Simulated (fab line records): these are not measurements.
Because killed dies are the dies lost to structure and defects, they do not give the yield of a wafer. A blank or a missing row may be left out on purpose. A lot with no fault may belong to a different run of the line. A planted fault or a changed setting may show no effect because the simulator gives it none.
fab line records + flow nand-harc
record
- lots=6
- wafers=18
- last-day=31
route steps=1302 shown A_STAIRCASE@657 END@1302
lots untouched by any fault: they come from a run of this same line in which no faults occurred
start-h: hours from the record's opening day to when the first of the lot's shown wafers began + wait-h: hours elapsed since this lot's preceding step + " same as the row above + L1.1+2: a row that stands for several wafers + - value missing, or start not given + * or withheld: withheld + < > ~ a bound
route shown NAME@n: a module of which the file shows steps, and the number in the route of the first + usual: average and standard deviation across the fault-free wafers + same: alike in all rows + chamber/n: place in a boat + sites: per-site readings + _std_site: the standard deviation of these + _edge_site: mean of outer sites minus mean of inner sites + radius-mm: how far each site lies from the wafer's centre + mask NAME#n: copy n + behind: the last tool/chamber to shape the wafer + hold: why the lot was held/for how many hours/how that ended + device: the transistor (n, p or np) that didn't switch + end of line: the route-end tests of the same wafers + where a step has no rows: the recipe by itself + killed: dies that structure and defects cost at the first sort, which is not the same as the wafer's yield + map: the dies of a wafer, with x for killed, . for not killed, _ for no die there
set.NAME: the run value of the setting; set.NAME@STEP: its run value at that earlier step + model.NAME: the simulator's own value behind a step, which no gauge read
a table for each step, a row for each wafer; lots at some steps of the route
services: a tool's chamber out of use, with start hour (start-h, from the record's first day; less than 0 if before it), hours out, and reason
## steps
# step NHARC_A_STAIRCASE_DEHYDRATE_01
# recipe
- temp-c=150
- time-s=120
# step NHARC_A_STAIRCASE_HMDS_02
# recipe
- time-s=30
# step NHARC_A_STAIRCASE_COAT_03
# recipe
- spin-rpm=1200
# step NHARC_A_STAIRCASE_SOFTBAKE_04
# recipe
- temp-c=135
- time-s=170
# step NHARC_A_STAIRCASE_EBR_05
# step NHARC_A_STAIRCASE_EXPOSE_06
# recipe
- na=0.5
- dose-mj=25.43
- mask-id=STAIR
# step NHARC_A_STAIRCASE_PEB_07
# recipe
- peb-temp-c=115
- peb-time-s=130
# step NHARC_A_STAIRCASE_DEVELOP_08
# recipe
- time-s=140
# step NHARC_A_STAIRCASE_HARDBAKE_10
# recipe
- temp-c=120
- time-s=140
# step NHARC_A_STAIRCASE_DESCUM_11
# recipe
- time-s=3
- o2-flow-sccm=200
- ar-flow-sccm=0
- bias-power-w=0
- chemistry=O2
# usual
- drypump-motor-current-A=5.9/0.49
- oes-product-au=1.000/0.0068
- rf-vpp-V=57.9/0.91
- showerhead-plenum-p-Torr=1.92/0.091
- throttle-valve-pct=11.311/0.0098
| lot.wafer | tool        | chamber | start-h | wait-h | drypump-motor-current-A | oes-product-au | rf-hours-counter-h | rf-vpp-V | showerhead-plenum-p-Torr | throttle-valve-pct |
|-----------|-------------|---------|---------|--------|-------------------------|----------------|--------------------|----------|--------------------------|--------------------|
| L392.3    | rie-diel-12 | 2       | 378.40  | -      | 6.3                     | 1.007          | 45                 | 57.7     | 1.89                     | 11.293             |
| L392.4    | "           | 3       | "       | "      | 5.9                     | 0.996          | 41                 | 59.2     | 2.06                     | 11.287             |
| L392.5    | "           | 0       | "       | "      | 6.2                     | 1.010          | -                  | 58.0     | 1.85                     | 11.314             |
| L396.2    | rie-diel-03 | 1       | 424.92  | -      | 5.2                     | 0.997          | 38                 | 59.3     | 2.06                     | 11.314             |
| L396.1    | "           | 3       | "       | "      | 6.2                     | 1.001          | 39                 | 57.5     | 1.90                     | 11.328             |
| L396.6    | "           | 1       | "       | "      | 5.2                     | 1.003          | -                  | 58.4     | 2.06                     | 11.295             |
| L398.2    | rie-diel-12 | 0       | 455.50  | -      | 6.2                     | 0.999          | 0                  | 57.4     | 1.85                     | 11.324             |
| L398.3    | "           | 3       | "       | "      | 5.9                     | 1.002          | 0                  | 58.6     | 2.05                     | 11.307             |
| L398.6    | "           | 1       | "       | "      | 6.2                     | 0.987          | -                  | 59.3     | 2.08                     | 11.305             |
| L399.1    | rie-diel-12 | 1       | 461.51  | -      | 6.2                     | 0.992          | 1                  | 59.5     | 2.08                     | 11.317             |
| L399.2    | "           | 2       | "       | "      | 6.3                     | 1.014          | 1                  | 57.5     | 1.88                     | 11.303             |
| L399.5    | "           | 2       | "       | "      | 6.3                     | 1.011          | -                  | 56.5     | 1.88                     | 11.306             |
| L403.1    | rie-diel-13 | 0       | 505.61  | -      | 6.0                     | 0.997          | 37                 | 57.0     | 1.92                     | 11.322             |
| L403.2    | "           | 1       | "       | "      | 6.4                     | 1.008          | 36                 | 57.8     | 1.77                     | 11.310             |
| L403.3    | "           | 2       | "       | "      | 6.0                     | 0.986          | 55                 | 57.9     | 1.91                     | 11.330             |
| L407.1    | rie-diel-03 | 0       | 525.23  | -      | 6.0                     | 0.997          | 17                 | 57.3     | 1.90                     | 11.307             |
| L407.2    | "           | 2       | "       | "      | 5.0                     | 1.002          | 11                 | 57.5     | 1.86                     | 11.298             |
| L407.4    | "           | 0       | "       | "      | 6.0                     | 1.002          | -                  | 58.4     | 1.90                     | 11.313             |
# step NHARC_A_STAIRCASE_TRIM_12
# recipe
- time-s=211.2
- o2-flow-sccm=500
- ar-flow-sccm=0
- bias-w=0
- chemistry=O2
# usual
- drypump-motor-current-A=5.9/0.48
- oes-product-au=0.999/0.0078
- rf-vpp-V=57.8/0.93
- showerhead-plenum-p-Torr=3.53/0.16
- throttle-valve-pct=17.036/0.01
| lot.wafer | tool        | chamber | start-h | wait-h | drypump-motor-current-A | oes-product-au | rf-hours-counter-h | rf-vpp-V | showerhead-plenum-p-Torr | throttle-valve-pct |
|-----------|-------------|---------|---------|--------|-------------------------|----------------|--------------------|----------|--------------------------|--------------------|
| L392.3    | rie-diel-12 | 1       | 378.47  | 0.1    | 6.2                     | 1.015          | 40                 | 57.4     | 3.27                     | 17.035             |
| L392.4    | "           | 0       | "       | "      | 6.2                     | 0.992          | 32                 | 57.5     | 3.43                     | 17.038             |
| L392.5    | "           | 2       | "       | "      | 6.3                     | 0.996          | -                  | 56.9     | 3.49                     | 17.048             |
| L396.1    | rie-diel-03 | 1       | 425.00  | 0.1    | 5.2                     | 0.991          | 38                 | 58.4     | 3.78                     | 17.033             |
| L396.2    | "           | 2       | "       | "      | 5.0                     | 0.985          | 38                 | 57.5     | 3.45                     | 17.048             |
| L396.6    | "           | 1       | "       | "      | 5.2                     | 0.989          | -                  | 58.4     | 3.78                     | 17.048             |
| L398.2    | rie-diel-12 | 3       | 455.58  | 0.1    | 5.9                     | 1.009          | 0                  | 58.8     | 3.77                     | 17.039             |
| L398.3    | "           | 0       | "       | "      | 6.2                     | 1.007          | 0                  | 57.7     | 3.41                     | 17.022             |
| L398.6    | "           | 0       | "       | "      | 6.2                     | 1.012          | -                  | 57.6     | 3.41                     | 17.047             |
| L399.1    | rie-diel-12 | 2       | 461.76  | 0.2    | 6.3                     | 1.005          | 1                  | 59.5     | 3.48                     | 17.027             |
| L399.2    | "           | 0       | "       | "      | 6.2                     | 1.006          | 1                  | 56.4     | 3.41                     | 17.023             |
| L399.5    | "           | 3       | "       | "      | 5.9                     | 1.007          | -                  | 58.1     | 3.77                     | 17.046             |
| L403.1    | rie-diel-13 | 1       | 505.69  | 0.1    | 6.4                     | 1.009          | 36                 | 58.3     | 3.28                     | 17.057             |
| L403.3    | "           | 2       | "       | "      | 6.0                     | 0.991          | 55                 | 58.6     | 3.53                     | 17.034             |
| L403.2    | "           | 3       | "       | "      | 6.6                     | 0.983          | 54                 | 57.1     | 3.37                     | 17.044             |
| L407.2    | rie-diel-03 | 3       | 525.54  | 0.3    | 6.2                     | 0.993          | 25                 | 56.6     | 3.48                     | 17.038             |
| L407.1    | "           | 0       | "       | "      | 6.0                     | 1.002          | 17                 | 57.0     | 3.51                     | 17.032             |
| L407.4    | "           | 0       | "       | "      | 6.0                     | 0.998          | -                  | 58.4     | 3.51                     | 17.029             |
# step NHARC_A_STAIRCASE_ETCH_13
# recipe
- target-depth-a=1000
- time-s=40.5
- ion-energy-ev=400
- c4f8-flow-sccm=20
- o2-flow-sccm=10
- ar-flow-sccm=withheld
- rf-w=600
- bias-w=1000
- chemistry=C4F8/O2
# usual
- oes-product-au=0.939/0.015
- rf-vpp-V=896/5.6
- run-length-s=61.7/0.31
| lot.wafer | tool        | chamber | start-h | wait-h | oes-product-au | rf-hours-counter-h | rf-vpp-V | run-length-s |
|-----------|-------------|---------|---------|--------|----------------|--------------------|----------|--------------|
| L392.4    | rie-diel-12 | 3       | 378.62  | -      | 0.970          | 41                 | 904      | 61.1         |
| L392.3    | "           | 1       | "       | "      | 0.960          | 41                 | 885      | 62.1         |
| L392.5    | "           | 0       | "       | "      | 0.947          | -                  | 892      | 61.6         |
| L396.2    | rie-diel-03 | 3       | 425.17  | -      | 0.965          | 39                 | 895      | 61.3         |
| L396.1    | "           | 0       | "       | "      | 0.960          | 41                 | 895      | 62.2         |
| L396.6    | "           | 2       | "       | "      | 0.933          | -                  | 895      | 61.2         |
| L398.2    | rie-diel-12 | 3       | 455.74  | -      | 0.949          | 0                  | 903      | 61.3         |
| L398.3    | "           | 0       | "       | "      | 0.948          | 0                  | 892      | 61.6         |
| L398.6    | "           | 2       | "       | "      | 0.965          | -                  | 894      | 68.2         |
| L399.2    | rie-diel-12 | 0       | 464.84  | -      | 0.924          | 3                  | 892      | 61.6         |
| L399.1    | "           | 1       | "       | "      | 0.927          | 5                  | 906      | 61.9         |
| L399.5    | "           | 0       | "       | "      | 0.925          | -                  | 892      | 67.4         |
| L403.3    | rie-diel-13 | 2       | 505.85  | -      | 0.943          | 55                 | 896      | 61.6         |
| L403.2    | "           | 3       | "       | "      | 0.930          | 55                 | 890      | 61.7         |
| L403.1    | "           | 0       | "       | "      | 0.949          | 37                 | 896      | 61.8         |
| L407.2    | rie-diel-03 | 3       | 525.72  | -      | 0.931          | 25                 | 894      | 61.7         |
| L407.1    | "           | 2       | "       | "      | 0.931          | 11                 | 894      | 61.3         |
| L407.4    | "           | 3       | "       | "      | 0.927          | -                  | 893      | 61.5         |
# step NHARC_A_STAIRCASE_TRIM_14
# recipe
- time-s=211.2
- o2-flow-sccm=500
- ar-flow-sccm=0
- bias-w=0
- chemistry=O2
# usual
- drypump-motor-current-A=5.9/0.49
- oes-product-au=0.999/0.0073
- rf-vpp-V=57.9/0.86
- showerhead-plenum-p-Torr=3.53/0.16
- throttle-valve-pct=17.036/0.0097
| lot.wafer | tool        | chamber | start-h | wait-h | drypump-motor-current-A | oes-product-au | rf-hours-counter-h | rf-vpp-V | showerhead-plenum-p-Torr | throttle-valve-pct |
|-----------|-------------|---------|---------|--------|-------------------------|----------------|--------------------|----------|--------------------------|--------------------|
| L392.3    | rie-diel-12 | 2       | -       | -      | 6.3                     | 1.005          | 46                 | 56.5     | 3.49                     | 17.029             |
| L392.4    | "           | 0       | "       | "      | 6.2                     | 0.999          | 32                 | 57.9     | 3.43                     | 17.040             |
| L392.5    | "           | 1       | "       | "      | 6.2                     | 1.011          | -                  | 56.4     | 3.27                     | 17.028             |
| L396.1    | rie-diel-03 | 3       | -       | -      | 6.1                     | 0.997          | 39                 | 58.3     | 3.50                     | 17.053             |
| L396.2    | "           | 1       | "       | "      | 5.2                     | 1.002          | 38                 | 59.3     | 3.78                     | 17.035             |
| L396.6    | "           | 0       | "       | "      | 6.0                     | 0.998          | -                  | 56.5     | 3.53                     | 17.052             |
| L398.3    | rie-diel-12 | 3       | -       | -      | 5.9                     | 0.999          | 0                  | 58.8     | 3.77                     | 17.029             |
| L398.2    | "           | 2       | "       | "      | 6.3                     | 1.012          | 0                  | 59.4     | 3.48                     | 17.038             |
| L398.6    | "           | 0       | "       | "      | 6.2                     | 1.002          | -                  | 56.9     | 3.41                     | 17.025             |
| L399.1    | rie-diel-12 | 3       | -       | -      | 5.9                     | 1.006          | 3                  | 59.0     | 3.77                     | 17.033             |
| L399.2    | "           | 2       | "       | "      | 6.3                     | 1.005          | 5                  | 57.5     | 3.48                     | 17.036             |
| L399.5    | "           | 3       | "       | "      | 5.9                     | 1.005          | -                  | 56.1     | 3.77                     | 17.036             |
| L403.1    | rie-diel-13 | 2       | -       | -      | 6.0                     | 0.987          | 55                 | 57.5     | 3.53                     | 17.020             |
| L403.3    | "           | 0       | "       | "      | 6.0                     | 0.994          | 37                 | 58.7     | 3.53                     | 17.035             |
| L403.2    | "           | 1       | "       | "      | 6.4                     | 0.988          | 36                 | 57.6     | 3.28                     | 17.037             |
| L407.2    | rie-diel-03 | 0       | -       | -      | 6.0                     | 1.004          | 18                 | 56.9     | 3.51                     | 17.015             |
| L407.1    | "           | 2       | "       | "      | 5.0                     | 0.998          | 12                 | 57.6     | 3.44                     | 17.021             |
| L407.4    | "           | 2       | "       | "      | 5.0                     | 0.995          | -                  | 57.5     | 3.44                     | 17.033             |
# step NHARC_END_SORT_01
# recipe
- temp-c=25
# usual
- killed-at-array=51/17
- killed-at-other=1.6/2.1
- killed-at-periphery=4/3.2
- killed-dies=57/18
- killed-open=2.9/1.7
- killed-short=2.3/1.3
# same
- gross-dies=677
| lot.wafer | tool      | chamber | start-h | wait-h | killed-at-array | killed-at-other | killed-at-periphery | killed-dies | killed-open | killed-short |
|-----------|-----------|---------|---------|--------|-----------------|-----------------|---------------------|-------------|-------------|--------------|
| L403.1    | prober-01 | 0       | 705.97  | 2.5    | 26              | 0               | 9                   | 35          | 4           | 2            |
| L403.2    | prober-01 | 0       | 706.78  | 2.8    | 20              | 2               | 5                   | 27          | 3           | 1            |
| L403.3    | prober-01 | 0       | 707.58  | 3.1    | 20              | 0               | 11                  | 31          | 5           | 1            |
| L407.1    | prober-02 | 0       | 731.28  | 2.5    | 43              | 1               | 2                   | 46          | 5           | 0            |
| L407.2    | prober-02 | 0       | 732.07  | 2.8    | 46              | 0               | 0                   | 46          | 4           | 1            |
| L407.4    | prober-02 | 0       | 733.64  | 3.4    | 49              | 0               | 2                   | 51          | 3           | 2            |
# killed by level:class
L403.1 A_CHANNEL_HOLE_D1:chamber-film-flake=9 P_GATE:chamber-film-flake=6 A_CONTACT:chamber-film-flake=6 A_SLIT:chamber-film-flake=4 A_ONON_D2:geometric-particle:open=2 P_M1:chamber-film-flake=2 P_CONTACT:geometric-particle:open=1 A_ONON_D1:geometric-particle:short=1
L403.2 A_CONTACT:chamber-film-flake=5 P_GATE:chamber-film-flake=3 A_CHANNEL_HOLE_D1:chamber-film-flake=3 A_STAIRCASE:chamber-film-flake=3 A_SOURCE_PLATE:geometric-particle:open=2 A_SLIT:chamber-film-flake=2 A_M1:chamber-film-flake=2 THIN_TSV:chamber-film-flake=2
L403.3 P_GATE:chamber-film-flake=7 A_CHANNEL_HOLE_D1:chamber-film-flake=7 A_CONTACT:chamber-film-flake=5 P_M1:chamber-film-flake=2 A_SLIT:chamber-film-flake=2 P_GATE:geometric-particle:open=1 P_CONTACT:geometric-particle:open=1 A_DECK1_JOINT:geometric-particle:open=1
L407.1 A_SLIT:chamber-film-flake=21 A_CHANNEL_HOLE_D1:chamber-film-flake=10 A_CONTACT:chamber-film-flake=4 A_CHANNEL_FILL_D1:chamber-film-flake=3 P_CONTACT:geometric-particle:open=2 A_WL_FILL:chamber-film-flake=2 A_DECK1_JOINT:geometric-particle:open=1 A_SGD_CUT:geometric-particle:open=1
L407.2 A_SLIT:chamber-film-flake=17 A_CHANNEL_HOLE_D1:chamber-film-flake=11 A_CONTACT:chamber-film-flake=6 A_CHANNEL_FILL_D1:chamber-film-flake=2 A_WL_FILL:chamber-film-flake=2 A_ONON_D1:geometric-particle:open=1 A_CHANNEL_FILL_D1:geometric-particle:open=1 A_DECK1_JOINT:geometric-particle:open=1
L407.4 A_SLIT:chamber-film-flake=22 A_CHANNEL_HOLE_D1:chamber-film-flake=11 A_CHANNEL_FILL_D1:chamber-film-flake=4 A_CONTACT:chamber-film-flake=3 A_DECK1_JOINT:chamber-film-flake=2 A_WL_FILL:chamber-film-flake=2 P_CONTACT:geometric-particle:open=1 A_DECK1_JOINT:geometric-particle:short=1
## services
| tool        | chamber | start-h | hours | kind   |
|-------------|---------|---------|-------|--------|
| rie-diel-13 | 1       | 358.12  | 7.6   | repair |
| rie-diel-13 | 3       | 361.39  | 11.8  | repair |
| rie-diel-12 | 0       | 375.63  | -     | clean  |
| rie-diel-12 | 1       | 375.63  | -     | clean  |
| rie-diel-12 | 2       | 375.63  | -     | clean  |
| rie-diel-12 | 3       | 375.63  | -     | clean  |
| rie-diel-13 | 1       | 377.44  | 22.5  | repair |
| rie-diel-13 | 0       | 393.35  | 49.3  | repair |
| rie-diel-12 | 0       | 400.13  | -     | clean  |
| rie-diel-12 | 1       | 400.13  | -     | clean  |
| rie-diel-12 | 2       | 400.13  | -     | clean  |
| rie-diel-12 | 3       | 400.13  | -     | clean  |
| rie-diel-12 | 0       | 424.63  | -     | clean  |
| rie-diel-12 | 1       | 424.63  | -     | clean  |
| rie-diel-12 | 2       | 424.63  | -     | clean  |
| rie-diel-12 | 3       | 424.63  | -     | clean  |
| rie-diel-13 | 1       | 441.15  | 3.3   | repair |
| rie-diel-12 | -       | 446.18  | 9.0   | pm     |
| rie-diel-13 | 1       | 448.55  | 5.9   | repair |
| rie-diel-03 | -       | 458.33  | 9.0   | pm     |
| rie-diel-12 | -       | 488.80  | 1.9   | repair |
| rie-diel-12 | 2       | 505.50  | 4.2   | repair |
| rie-diel-13 | -       | 519.08  | 9.0   | pm     |
| rie-diel-03 | 1       | 519.91  | 10.9  | repair |
## key
first-sign
- step=NHARC_A_STAIRCASE_ETCH_13
- reading=run-length-s
- direction=up
- sigmas=20
- usual=*
- struck=*
effect none on later readings
met-at NHARC_A_STAIRCASE_ETCH_13
struck-wafers L398.6,L399.5
tester-left-out L398,L399
onset-between 378.62 455.74
fault
- kind=process-parameter-drift
- tool=rie-diel-12
- chamber=-
- onset-h=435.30
- steps=NHARC_A_STAIRCASE_ETCH_13
- channel=time-s
- offset=*
- shape=step
- end-h=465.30
- scope=struck-wafers-only
- acts-in=*
- stated=*
# tester-left-out: of these lots the tester's yield and bins aren't shown, on N5 and GAA mostly nor the transistor test; their killed dies are dies lost to structure and defects alone, not to doping, threshold or leakage, so they don't give the yield
